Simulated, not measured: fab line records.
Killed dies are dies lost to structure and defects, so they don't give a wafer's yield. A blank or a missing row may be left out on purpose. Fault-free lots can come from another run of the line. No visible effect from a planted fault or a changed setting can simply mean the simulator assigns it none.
fab line records	flow n5-finfet	part 1 of 2: steps 1 to 22 of 31
record lots=5	wafers=15	last-day=16
route steps=1938 shown BEOL_M7@1285
lots that met no fault: taken from a fault-free run of the same line
start-h: hours from the record's opening day to when the first of the lot's shown wafers began	wait-h: hours since the lot's step before	" repeats the value in the row above	L1.1+2: several wafers, shown together as one row	- value missing, or start not given	* or withheld: withheld	< > ~ a bound
route shown NAME@n: a module of which the file shows steps, and the number in the route of the first	usual: average and standard deviation across the fault-free wafers	same: alike in all rows	chamber/n: place in a boat	sites: per-site readings	_std_site: how widely they spread, as a standard deviation	_edge_site: inner sites' mean taken away from outer sites' mean	radius-mm: for every site, how far away it sits from the centre of the wafer	mask NAME#n: copy n	behind: the last tool/chamber to shape the wafer	hold: reason for holding the lot/hours on hold/outcome of the hold	device: whichever transistor did not switch (one of n, p or np)	end of line: tests run on the same wafers once the route is complete	where a step has no rows: the recipe by itself	killed: dies lost to structure and defects at the first sort, not the wafer's yield	map: dies across one wafer; x = killed, . = not, _ = none there
set.NAME: the setting the step ran with; set.NAME@STEP: the setting that earlier step ran with	model.NAME: the simulator's own value behind a step, which no gauge read
lots at some steps of the route; a table a step, a row a wafer
services: the hour from which a tool's chamber was out of use, counted from the record's first day as start-h (under 0 if before that day), plus the number of hours and why
## steps
# step N5_BEOL_M7_STRIP_19
# recipe chemistry=O2	power-w=400	temp-c=40	pressure-mtorr=30	rf-frequency-hz=6e+07	bias-power-w=0	overash-fraction=0.2	o2-flow-sccm=225
# usual drypump-motor-current-A=5.5/0.38	oes-product-au=0.79/0.081	rf-vpp-V=3.7/0.63	showerhead-plenum-p-Torr=2.11/0.071	throttle-valve-pct=16.74/0.22
lot.wafer	tool	chamber	start-h	wait-h	drypump-motor-current-A	oes-product-au	rf-hours-counter-h	rf-vpp-V	showerhead-plenum-p-Torr	throttle-valve-pct
L076.2	rie-diel-02	3	209.24	0.2	5.7	0.88	48	3.6	2.24	16.95
L076.4	"	1	"	"	6.0	0.72	211	3.0	2.11	17.01
L076.6	"	1	"	"	6.0	0.72	-	4.9	2.11	17.02
L078.2	rie-diel-06	2	212.61	0.2	6.1	0.76	138	4.0	2.11	16.72
L078.4	"	1	"	"	5.4	0.83	71	3.4	2.04	16.82
L078.6	"	0	"	"	5.6	0.74	-	5.0	2.17	16.72
L082.2	rie-diel-06	1	258.72	0.1	5.4	0.81	86	2.4	2.03	16.87
L082.3	"	0	"	"	5.5	0.72	179	3.5	2.17	16.73
L082.6	"	0	"	"	5.6	0.73	-	2.3	2.17	16.73
L087.3	rie-diel-06	0	284.79	0.1	5.6	0.74	185	3.8	2.17	16.74
L087.4	"	3	"	"	5.2	0.85	65	3.2	2.20	16.37
L087.6	"	1	"	"	5.4	0.81	-	3.4	2.03	16.88
L090.1	rie-diel-02	0	288.32	0.1	4.7	0.97	10	4.5	2.07	16.61
L090.3	"	3	"	"	5.7	0.84	73	4.1	2.23	17.01
L090.4	"	2	"	"	5.8	0.88	44	2.7	2.05	16.34
# step N5_BEOL_M7_CD_MEAS_18
# recipe pitch-nm=80	target-cd-nm=40
# usual cd-nm=39.6/0.92
lot.wafer	tool	chamber	start-h	wait-h	cd-nm
L076.2	cd-sem-02	-	209.31	0.1	39.6
L076.4	"	-	"	"	40.0
L076.6	"	-	"	"	40.0
L078.2	cd-sem-03	-	212.68	0.1	40.9
L078.4	"	-	"	"	40.6
L078.6	"	-	"	"	40.2
L082.2	cd-sem-03	-	258.79	0.1	38.3
L082.3	"	-	"	"	38.7
L082.6	"	-	"	"	38.7
L087.3	cd-sem-01	-	284.87	0.1	38.4
L087.4	"	-	"	"	38.8
L087.6	"	-	"	"	38.4
L090.1	cd-sem-01	-	288.39	0.0	41.1
L090.3	"	-	"	"	40.2
L090.4	"	-	"	"	41.1
# step N5_BEOL_M7_COAT_63
# recipe resist=SOC	temp-c=250	time-s=60	spin-rpm=1500	resist-thk-nm=60
lot.wafer	tool	chamber	start-h	wait-h
L076.2+4+6	litho-track-02	0	210.25	0.9
L078.2+4+6	litho-track-03	0	212.94	0.3
L082.2+3+6	litho-track-02	0	262.74	3.9
L087.3+4+6	litho-track-03	0	285.81	0.9
L090.1+3+4	litho-track-02	0	288.53	0.1
# step N5_BEOL_M7_COAT_64
# recipe resist=SiARC	temp-c=220	time-s=60	spin-rpm=1500	resist-thk-nm=12
lot.wafer	tool	chamber	start-h	wait-h
L076.2+4+6	litho-track-02	0	-	-
L078.2+4+6	litho-track-03	0	-	-
L082.2+3+6	litho-track-02	0	-	-
L087.3+4+6	litho-track-03	0	-	-
L090.1+3+4	litho-track-02	0	-	-
# step N5_BEOL_M7_COAT_71
# recipe resist=underlayer	temp-c=205	time-s=60	spin-rpm=1500	resist-thk-nm=5
lot.wafer	tool	chamber	start-h	wait-h
L076.2+4+6	litho-track-02	0	-	-
L078.2+4+6	litho-track-03	0	-	-
L082.2+3+6	litho-track-02	0	-	-
L087.3+4+6	litho-track-03	0	-	-
L090.1+3+4	litho-track-02	0	-	-
# step N5_BEOL_M7_COAT_22
# recipe resist=CAR-EUV	spin-rpm=1500	resist-thk-nm=30
lot.wafer	tool	chamber	start-h	wait-h
L076.2+4+6	litho-track-02	0	-	-
L078.2+4+6	litho-track-03	0	-	-
L082.2+3+6	litho-track-02	0	-	-
L087.3+4+6	litho-track-03	0	-	-
L090.1+3+4	litho-track-02	0	-	-
# step N5_BEOL_M7_EBR_24
# recipe solvent=PGMEA	ebr-width-mm=1.5
lot.wafer	tool	chamber	start-h	wait-h
L076.2+4+6	litho-track-02	0	-	-
L078.2+4+6	litho-track-03	0	-	-
L082.2+3+6	litho-track-02	0	-	-
L087.3+4+6	litho-track-03	0	-	-
L090.1+3+4	litho-track-02	0	-	-
# step N5_BEOL_M7_SOFTBAKE_23
# recipe temp-c=110	time-s=60	resist=CAR-EUV
lot.wafer	tool	chamber	start-h	wait-h
L076.2+4+6	litho-track-02	0	-	-
L078.2+4+6	litho-track-03	0	-	-
L082.2+3+6	litho-track-02	0	-	-
L087.3+4+6	litho-track-03	0	-	-
L090.1+3+4	litho-track-02	0	-	-
# step N5_BEOL_M7_EXPOSE_25
# recipe mask-id=V6	na=0.33	source-shape=annular	sigma-inner=0.4	sigma-outer=0.8	polarization=unpolarized	target-cd-nm=40	dose-mj=42.5
lot.wafer	tool	chamber	start-h	wait-h	mask
L076.2+4+6	euv-scanner-01	0	210.45	-	V6#0
L078.2+4+6	euv-scanner-01	0	213.08	-	V6#0
L082.2+3+6	euv-scanner-02	0	263.01	-	V6#0
L087.3+4+6	euv-scanner-01	0	286.29	-	V6#0
L090.1+3+4	euv-scanner-02	0	288.79	-	V6#0
# step N5_BEOL_M7_PEB_26
# recipe peb-temp-c=100	peb-time-s=60	resist=CAR-EUV
lot.wafer	tool	chamber	start-h	wait-h
L076.2+4+6	litho-track-01	0	210.50	0.1
L078.2+4+6	litho-track-02	0	213.14	0.1
L082.2+3+6	litho-track-02	0	263.07	0.1
L087.3+4+6	litho-track-03	0	286.34	0.0
L090.1+3+4	litho-track-01	0	288.85	0.1
# step N5_BEOL_M7_DEVELOP_27
# recipe develop-time-s=30	developer=TMAH	resist=CAR-EUV	rinse-liquid=surfactant-rinse	dry=air-spin	dev-temp-c=23
lot.wafer	tool	chamber	start-h	wait-h
L076.2+4+6	litho-track-01	0	-	-
L078.2+4+6	litho-track-02	0	-	-
L082.2+3+6	litho-track-02	0	-	-
L087.3+4+6	litho-track-03	0	-	-
L090.1+3+4	litho-track-01	0	-	-
# step N5_BEOL_M7_CD_MEAS_28
# recipe target-cd-nm=40	landing-energy-ev=500	detector=se-inlens
# usual cd-nm=40.04/0.25
lot.wafer	tool	chamber	start-h	wait-h	cd-nm
L076.2	cd-sem-01	0	210.57	-	39.90
L076.4	"	0	"	"	39.63
L076.6	"	0	"	"	39.87
L078.2	cd-sem-01	0	213.21	-	40.25
L078.4	"	0	"	"	40.41
L078.6	"	0	"	"	40.06
L082.2	cd-sem-02	0	263.14	-	40.33
L082.3	"	0	"	"	40.23
L082.6	"	0	"	"	39.78
L087.3	cd-sem-03	0	286.41	-	40.15
L087.4	"	0	"	"	40.14
L087.6	"	0	"	"	40.38
L090.1	cd-sem-03	0	288.92	-	40.02
L090.3	"	0	"	"	39.78
L090.4	"	0	"	"	39.79
# step N5_BEOL_M7_OVL_MEAS_29
# recipe points-per-wafer=522
# usual V6_OVL=0.2/0.54
lot.wafer	tool	chamber	start-h	wait-h	V6_OVL[nm]
L076.2	overlay-02	0	210.61	0.0	-0.1
L076.4	"	0	"	"	0.3
L076.6	"	0	"	"	-0.4
L078.2	overlay-02	0	213.24	0.0	-0.1
L078.4	"	0	"	"	0.6
L078.6	"	0	"	"	0.7
L082.2	overlay-02	0	263.17	0.0	-0.3
L082.3	"	0	"	"	-0.3
L082.6	"	0	"	"	0.6
L087.3	overlay-02	0	286.45	0.0	0.6
L087.4	"	0	"	"	-0.2
L087.6	"	0	"	"	0.4
L090.1	overlay-01	0	288.95	0.0	0.7
L090.3	"	0	"	"	-0.7
L090.4	"	0	"	"	-0.1
# step N5_BEOL_M7_INSPECT_30
# recipe mode=adi	inspect-instrument=brightfield
# usual raw-defect-count=401/96
lot.wafer	tool	chamber	start-h	wait-h	raw-defect-count
L076.2	defect-inspect-02	-	210.66	0.0	288
L076.4	"	-	"	"	334
L076.6	"	-	"	"	333
L078.2	defect-inspect-01	-	213.30	0.0	435
L078.4	"	-	"	"	407
L078.6	"	-	"	"	359
L082.2	defect-inspect-01	-	263.22	0.0	405
L082.3	"	-	"	"	351
L082.6	"	-	"	"	362
L087.3	defect-inspect-01	-	286.49	0.0	379
L087.4	"	-	"	"	512
L087.6	"	-	"	"	392
L090.1	defect-inspect-01	-	289.02	0.1	496
L090.3	"	-	"	"	530
L090.4	"	-	"	"	367
# step N5_BEOL_M7_DESCUM_33
# recipe chemistry=O2	time-s=7	source-power-w=50	bias-power-w=20	pressure-mtorr=20	rf-frequency-hz=2.712e+07	temp-c=40	resist=CAR-EUV	o2-flow-sccm=225
# usual drypump-motor-current-A=5.5/0.37	oes-product-au=0.79/0.09	rf-vpp-V=243.0/1.3	showerhead-plenum-p-Torr=2.09/0.07	throttle-valve-pct=20.53/0.21
lot.wafer	tool	chamber	start-h	wait-h	drypump-motor-current-A	oes-product-au	rf-hours-counter-h	rf-vpp-V	showerhead-plenum-p-Torr	throttle-valve-pct
L076.2	rie-diel-02	1	210.85	0.2	6.0	0.72	211	243.3	2.10	20.78
L076.4	"	0	"	"	4.7	0.68	242	243.0	2.08	20.85
L076.6	"	2	"	"	5.8	0.92	-	242.6	2.06	20.16
L078.2	rie-diel-04	3	213.33	0.0	5.3	0.72	207	244.1	2.18	20.61
L078.4	"	2	"	"	5.7	0.72	175	242.3	2.01	20.44
L078.6	"	2	"	"	5.7	0.72	-	242.4	2.01	20.45
L082.2	rie-diel-04	0	263.51	0.3	5.7	0.81	75	242.5	2.06	20.58
L082.3	"	1	"	"	5.0	0.98	0	243.3	2.05	20.24
L082.6	"	1	"	"	5.0	0.98	-	243.0	2.05	20.23
L087.3	rie-diel-02	1	286.53	0.0	6.0	0.70	235	243.8	2.09	20.82
L087.4	"	0	"	"	4.7	0.96	9	241.9	2.07	20.45
L087.6	"	1	"	"	6.0	0.70	-	243.0	2.09	20.82
L090.1	rie-diel-06	0	289.06	0.0	5.6	0.73	186	244.6	2.16	20.50
L090.3	"	3	"	"	5.2	0.84	66	245.1	2.20	20.10
L090.4	"	2	"	"	6.1	0.75	162	243.3	2.10	20.50
# step N5_BEOL_M7_ETCH_72
# recipe chemistry=N2/H2	target=underlayer	target-depth-a=65	mask-material=CAR-EUV	time-s=5.2	ion-energy-ev=200	pressure-mtorr=30	source-w=840	bias-w=150	n2-flow-sccm=200	h2-flow-sccm=200	ends=cleared
# usual drypump-motor-current-A=5.5/0.37	etch-rf-on-time-s=5.21/0.16	oes-product-au=0.67/0.079	rf-vpp-V=523.5/2.5	showerhead-plenum-p-Torr=2.53/0.093	throttle-valve-pct=17.92/0.23
lot.wafer	tool	chamber	start-h	wait-h	drypump-motor-current-A	etch-rf-on-time-s	oes-product-au	rf-hours-counter-h	rf-vpp-V	showerhead-plenum-p-Torr	throttle-valve-pct
L076.2	rie-diel-02	1	210.88	0.0	6.0	5.15	0.60	211	523.9	2.50	17.96
L076.4	"	0	"	"	4.8	5.30	0.59	242	523.5	2.52	18.37
L076.6	"	2	"	"	5.8	4.97	0.80	-	521.2	2.48	17.42
L078.2	rie-diel-04	3	213.36	0.0	5.4	5.25	0.60	207	527.2	2.63	17.95
L078.4	"	2	"	"	5.7	5.37	0.61	175	520.1	2.42	17.72
L078.6	"	2	"	"	5.7	5.36	0.61	-	517.9	2.42	17.74
L082.2	rie-diel-04	0	263.55	0.0	5.7	5.38	0.70	75	523.8	2.47	17.81
L082.3	"	1	"	"	5.0	5.29	0.84	0	522.2	2.50	17.64
L082.6	"	1	"	"	5.0	5.35	0.84	-	524.3	2.50	17.60
L087.3	rie-diel-02	1	286.56	0.0	6.0	5.18	0.58	235	521.8	2.49	17.98
L087.4	"	0	"	"	4.8	4.99	0.83	9	520.5	2.51	17.93
L087.6	"	1	"	"	6.0	5.16	0.59	-	523.7	2.49	17.98
L090.1	rie-diel-06	0	289.09	0.0	5.6	5.03	0.62	186	523.4	2.65	18.15
L090.3	"	3	"	"	5.2	5.12	0.70	66	527.4	2.71	17.78
L090.4	"	2	"	"	6.1	5.05	0.65	162	522.9	2.54	17.98
# step N5_BEOL_M7_ETCH_65
# recipe chemistry=CF4	target=SiARC	target-depth-a=156	mask-material=CAR-EUV	time-s=26	ion-energy-ev=80	pressure-mtorr=40	source-w=545	bias-w=36	Ar_flow_sccm=100	cf4-flow-sccm=100	ends=cleared
# usual drypump-motor-current-A=5.5/0.37	etch-rf-on-time-s=26.1/0.86	mfc-ar-sccm=100.05/0.28	oes-product-au=0.67/0.077	rf-vpp-V=184.0/1.2	showerhead-plenum-p-Torr=2.14/0.064	throttle-valve-pct=15.66/0.21
lot.wafer	tool	chamber	start-h	wait-h	drypump-motor-current-A	etch-rf-on-time-s	mfc-ar-sccm	oes-product-au	rf-hours-counter-h	rf-vpp-V	showerhead-plenum-p-Torr	throttle-valve-pct
L076.2	rie-diel-02	1	210.90	0.0	6.0	26.6	100.47	0.60	211	183.8	2.13	15.83
L076.4	"	0	"	"	4.7	27.1	99.85	0.58	242	184.7	2.13	16.04
L076.6	"	2	"	"	5.8	25.3	99.80	0.79	-	183.6	2.10	15.18
L078.2	rie-diel-04	3	213.38	0.0	5.4	25.8	99.96	0.61	207	184.5	2.22	15.81
L078.4	"	2	"	"	5.7	26.2	99.92	0.61	175	183.4	2.05	15.64
L078.6	"	2	"	"	5.7	26.7	100.69	0.61	-	183.3	2.05	15.65
L082.2	rie-diel-04	0	263.56	0.0	5.6	27.3	99.62	0.69	75	183.6	2.10	15.55
L082.3	"	1	"	"	5.0	27.1	100.10	0.82	0	184.2	2.10	15.37
L082.6	"	1	"	"	5.0	27.0	99.86	0.83	-	183.9	2.10	15.37
L087.3	rie-diel-02	1	286.58	0.0	5.9	26.2	100.47	0.58	235	183.9	2.12	15.90
L087.4	"	0	"	"	4.7	25.2	99.72	0.82	9	184.4	2.13	15.58
L087.6	"	1	"	"	6.0	26.1	99.81	0.58	-	184.7	2.12	15.89
L090.1	rie-diel-06	0	289.11	0.0	5.6	25.4	99.55	0.62	186	184.1	2.22	15.69
L090.3	"	3	"	"	5.2	26.4	100.29	0.71	66	185.1	2.25	15.36
L090.4	"	2	"	"	6.1	25.3	99.88	0.64	162	184.4	2.13	15.67
# step N5_BEOL_M7_ETCH_66
# recipe chemistry=N2/H2	target=SOC	target-depth-a=800	overetch-a=160	mask-material=SiARC	temp-c=40	time-s=120	ion-energy-ev=200	pressure-mtorr=30	source-w=840	bias-w=150	n2-flow-sccm=200	h2-flow-sccm=200
# usual drypump-motor-current-A=5.5/0.37	oes-product-au=0.60/0.067	rf-vpp-V=523.4/2.4	showerhead-plenum-p-Torr=2.53/0.093	throttle-valve-pct=17.87/0.23
lot.wafer	tool	chamber	start-h	wait-h	drypump-motor-current-A	oes-product-au	rf-hours-counter-h	rf-vpp-V	showerhead-plenum-p-Torr	throttle-valve-pct
L076.2	rie-diel-02	1	210.93	0.0	6.0	0.54	211	522.0	2.49	17.88
L076.4	"	0	"	"	4.8	0.53	242	523.3	2.52	18.31
L076.6	"	2	"	"	5.8	0.70	-	522.8	2.48	17.37
L078.2	rie-diel-04	3	213.41	0.0	5.4	0.55	207	525.8	2.63	17.96
L078.4	"	2	"	"	5.7	0.55	175	521.1	2.42	17.69
L078.6	"	2	"	"	5.7	0.55	-	519.9	2.42	17.70
L082.2	rie-diel-04	0	263.59	0.0	5.6	0.64	75	521.3	2.47	17.78
L082.3	"	1	"	"	5.0	0.76	0	522.5	2.50	17.61
L082.6	"	1	"	"	5.0	0.76	-	522.5	2.50	17.59
L087.3	rie-diel-02	1	286.61	0.0	6.0	0.53	235	524.2	2.49	17.93
L087.4	"	0	"	"	4.8	0.72	10	522.2	2.51	17.89
L087.6	"	1	"	"	6.0	0.53	-	523.6	2.49	17.93
L090.1	rie-diel-06	0	289.14	0.0	5.6	0.55	186	527.9	2.65	18.10
L090.3	"	3	"	"	5.2	0.64	66	527.1	2.71	17.71
L090.4	"	2	"	"	6.1	0.57	162	525.0	2.54	17.94
# step N5_BEOL_M7_STRIP_69
# recipe chemistry=N2/H2	temp-c=40	n2-flow-sccm=200	h2-flow-sccm=200	rf-frequency-hz=6e+07
lot.wafer	tool	chamber	start-h	wait-h
L076.2+4+6	rie-diel-02	1,0,2	211.01	0.0
L078.2+4+6	rie-diel-04	3,2,2	213.49	0.0
L082.2+3+6	rie-diel-04	0,1,1	263.67	0.0
L087.3+4+6	rie-diel-02	1,0,1	286.69	0.0
L090.1+3+4	rie-diel-06	0,3,2	289.22	0.0
# step N5_BEOL_M7_STRIP_73
# recipe chemistry=N2/H2	temp-c=40	n2-flow-sccm=200	h2-flow-sccm=200	rf-frequency-hz=6e+07
lot.wafer	tool	chamber	start-h	wait-h
L076.2+4+6	rie-diel-02	1,0,2	211.02	0.0
L078.2+4+6	rie-diel-04	3,2,2	213.50	0.0
L082.2+3+6	rie-diel-04	0,1,1	263.68	0.0
L087.3+4+6	rie-diel-02	1,0,1	286.70	0.0
L090.1+3+4	rie-diel-06	0,3,2	289.23	0.0
# step N5_BEOL_M7_VIA_ETCH_34
# recipe chemistry=C4F6/O2	target=SiCOH_lowk	target-depth-a=1255	mask-material=SOC	taper-deg=4	time-s=50.5	ion-energy-ev=250	pressure-mtorr=30	source-w=345	bias-w=185	Ar_flow_sccm=300	C4F6_flow_sccm=10	O2_flow_sccm=10
# usual drypump-motor-current-A=5.5/0.37	mfc-ar-sccm=300.0/0.91	oes_o_777_au=0.80/0.093	oes-product-au=0.79/0.091	rf-vpp-V=676/20	showerhead-plenum-p-Torr=2.84/0.085	throttle-valve-pct=20.93/0.17
lot.wafer	tool	chamber	start-h	wait-h	drypump-motor-current-A	mfc-ar-sccm	oes_o_777_au	oes-product-au	rf-hours-counter-h	rf-vpp-V	showerhead-plenum-p-Torr	throttle-valve-pct
L076.2	rie-diel-02	1	211.03	0.0	6.0	298.6	0.69	0.70	211	713	2.81	20.97
L076.4	"	0	"	"	4.7	300.7	0.68	0.69	243	681	2.85	21.44
L076.6	"	2	"	"	5.8	300.0	0.99	0.92	-	654	2.81	20.63
L078.2	rie-diel-04	3	213.51	0.0	5.4	301.0	0.78	0.70	207	655	2.94	21.00
L078.4	"	2	"	"	5.7	299.7	0.74	0.72	175	656	2.72	20.85
L078.6	"	2	"	"	5.7	299.0	0.74	0.72	-	654	2.72	20.83
L082.2	rie-diel-04	0	263.69	0.0	5.7	300.2	0.82	0.82	75	688	2.79	20.92
L082.3	"	1	"	"	5.0	297.5	0.94	0.97	0	701	2.79	20.69
L082.6	"	1	"	"	5.0	299.1	0.94	0.97	-	701	2.79	20.68
L087.3	rie-diel-02	1	286.71	0.0	6.0	300.0	0.68	0.70	235	711	2.80	21.01
L087.4	"	0	"	"	4.7	302.0	0.93	0.97	10	680	2.84	21.07
L087.6	"	1	"	"	6.0	299.3	0.67	0.69	-	711	2.80	21.00
L090.1	rie-diel-06	0	289.24	0.0	5.6	298.8	0.71	0.73	186	656	2.96	21.05
L090.3	"	3	"	"	5.2	301.3	0.79	0.83	66	703	3.00	20.68
L090.4	"	2	"	"	6.1	301.0	0.74	0.75	162	676	2.80	20.74
# step N5_BEOL_M7_STRIP_76
# recipe chemistry=C4F6/O2	resist=SiARC	rf-frequency-hz=6e+07
lot.wafer	tool	chamber	start-h	wait-h
L076.2+4+6	rie-diel-02	1,0,2	211.07	0.0
L078.2+4+6	rie-diel-04	3,2,2	213.55	0.0
L082.2+3+6	rie-diel-04	0,1,1	263.73	0.0
L087.3+4+6	rie-diel-02	1,0,1	286.75	0.0
L090.1+3+4	rie-diel-06	0,3,2	289.28	0.0
